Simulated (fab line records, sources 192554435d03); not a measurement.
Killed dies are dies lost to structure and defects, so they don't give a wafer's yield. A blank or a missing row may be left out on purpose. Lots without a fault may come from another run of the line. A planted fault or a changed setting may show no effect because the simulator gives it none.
A struck lot beside a sound one | flow n5_finfet | 38 steps out of a route of 1938
Sound: wafers L690.1, L690.3, L690.6. Struck: wafers L705.1, L705.2, L705.3. The cause comes at the end.
At each step with rows: each side's tool, then ch and its chambers, then its first start. Under that, the readings that differ: sound wafers | struck wafers | difference of the means | sigmas: that difference in standard deviations of wafers without a fault.
alike: readings whose means differ by less than 2 such deviations, and words and numbers that are the same on both sides. not compared: withheld readings, readings that some wafer has no value for, bounds like >300 that may hide the same value, and numbers for which the record gives no deviation and whose values overlap.
The two part at a step that has a row with sigmas, a row that says differs or no value, or rows on one side only. Numbers that don't overlap but have no deviation are shown without sigmas and don't part them. A reading that every wafer of one side lacks parts them only if that side has two wafers or more.

first, 9 steps without rows for these wafers: N5_BEOL_M5_COAT_74 (time 60 s, resist thk 5 nm); N5_BEOL_M5_COAT_22 (resist thk 30 nm); N5_BEOL_M5_EBR_24; N5_BEOL_M5_SOFTBAKE_23 (time 60 s); N5_BEOL_M5_EXPOSE_25 (exposes mask V4, defocus 10 nm); N5_BEOL_M5_PEB_26 (peb time 60 s); N5_BEOL_M5_DEVELOP_27 (develop time 30 s); N5_BEOL_M5_DESCUM_33 (chemistry O2, time 7 s); N5_BEOL_M5_ETCH_75 (etches underlayer in N2/H2, target depth 6.5 nm, time 5.2 s).
N5_BEOL_M5_ETCH_67: etches SiARC in CF4, target depth 15.6 nm, time 26 s.
  sound on rie_diel-02 ch 1,2,3, day 9 10:28; struck on rie_diel-02 ch 1,2,3, day 14 00:17
  alike: chamber_pressure_mTorr, drypump_motor_current_A, etch_rf_on_time_s, oes_product_au, rf_vpp_V, showerhead_plenum_p_Torr, throttle_valve_pct
  not compared: rf_hours_counter_h
then, 27 steps without rows for these wafers: N5_BEOL_M5_ETCH_68 (etches SOC in N2/H2, target depth 80 nm, overetch 16 nm, time 120 s); N5_BEOL_M5_STRIP_69 (strips in N2/H2); N5_BEOL_M5_STRIP_76 (strips in N2/H2); N5_BEOL_M5_VIA_ETCH_34 (etches SiCOH lowk in C4F6/O2, target depth 88.3 nm, time 39.2 s); N5_BEOL_M5_STRIP_85 (strips in C4F6/O2); N5_BEOL_M5_STRIP_36 (strips in N2/H2); N5_BEOL_M5_TRENCH_ETCH_37 (etches SiCOH lowk in C4F6/O2, target depth 71.652 nm, time 24.7 s); N5_BEOL_M5_ETCH_41 (etches SiCN in CH3F/O2, target depth 31.5 nm, time 56.7 s); N5_BEOL_M5_STRIP_91 (strips in N2/H2, time 10 s); N5_BEOL_M5_HM_STRIP_39 (strips TiN in peroxide tin strip, target depth 25 nm, time 158 s); N5_BEOL_M5_SRD_40 (time 30 s); N5_BEOL_M5_PRECLEAN_42 (cleans in residue remover, time 60 s); N5_BEOL_M5_SRD_43 (time 30 s); N5_BEOL_M5_CURE_80 (cures SiCOH lowk, time 120 s); N5_BEOL_M5_DEGAS_44 (time 60 s); N5_BEOL_M5_PRE_CLEAN_45 (time 30 s); N5_BEOL_M5_ALD_86 (deposits TaN, pulse time 2 s, purge time 3 s, co reactant purge time 2 s); N5_BEOL_M5_SURFACE_TREAT_87; N5_BEOL_M5_CVD_47 (deposits Co from CCTBA/H2, target thk 3 nm, time 216 s); N5_BEOL_M5_SPUTTER_48 (material Cu, target thk 15 nm, time 27.62 s); N5_BEOL_M5_ANNEAL_49 (time 1800 s); N5_BEOL_M5_SPUTTER_81 (material Cu, target thk 15 nm, time 27.62 s); N5_BEOL_M5_ANNEAL_82 (time 1800 s); N5_BEOL_M5_SPUTTER_83 (material Cu, target thk 15 nm, time 27.62 s); N5_BEOL_M5_ANNEAL_84 (time 1800 s); N5_BEOL_M5_SPUTTER_88 (material Cu, target thk 15 nm, time 27.62 s); N5_BEOL_M5_ANNEAL_89 (time 1800 s).
-- the record jumps here: 5 days lie between the struck wafers' starts before and after (it left off in module BEOL_M5 and takes up again in module PASSIVATION, whose first step shown is number 1936 of the route) --
N5_PASSIVATION_PROBE_49:
  sound on prober-02, day 13 06:49; struck on prober-01, day 18 15:17
  reading                  | sound          | struck         | difference | sigmas
  defect_limited_yield (%) | 91.2 89.1 91.7 | 82.5 78.6 81.0 | -10.0      | -7
  killed_at_M4_up          | 15 20 3        | 127 152 139    | +127       | +23
  killed_dies              | 104 129 98     | 207 253 224    | +118       | +7
  killed_on_rim            | 12 13 11       | 27 15 40       | +15        | +4
  sort_bin_5_function (%)  | 5.4 7.6 5.3    | 9.8 12.5 12.3  | +5.4       | +6
  sort_bin_6_memory (%)    | 3.1 3.0 2.6    | 4.2 5.3 3.8    | +1.5       | +2
  sort_n_pass              | 1076 1051 1082 | 973 927 956    | -118       | -7
  sort_yield_pct (%)       | 91.2 89.1 91.7 | 82.5 78.6 81.0 | -10.0      | -7
  alike: killed_at_M0_to_M3, killed_at_contacts, killed_at_front_end, killed_at_other, killed_open, killed_short, sort_bin_4_leakage

WHERE THEY PART
Only at N5_PASSIVATION_PROBE_49, within this record.

WHY: what the simulator had put in
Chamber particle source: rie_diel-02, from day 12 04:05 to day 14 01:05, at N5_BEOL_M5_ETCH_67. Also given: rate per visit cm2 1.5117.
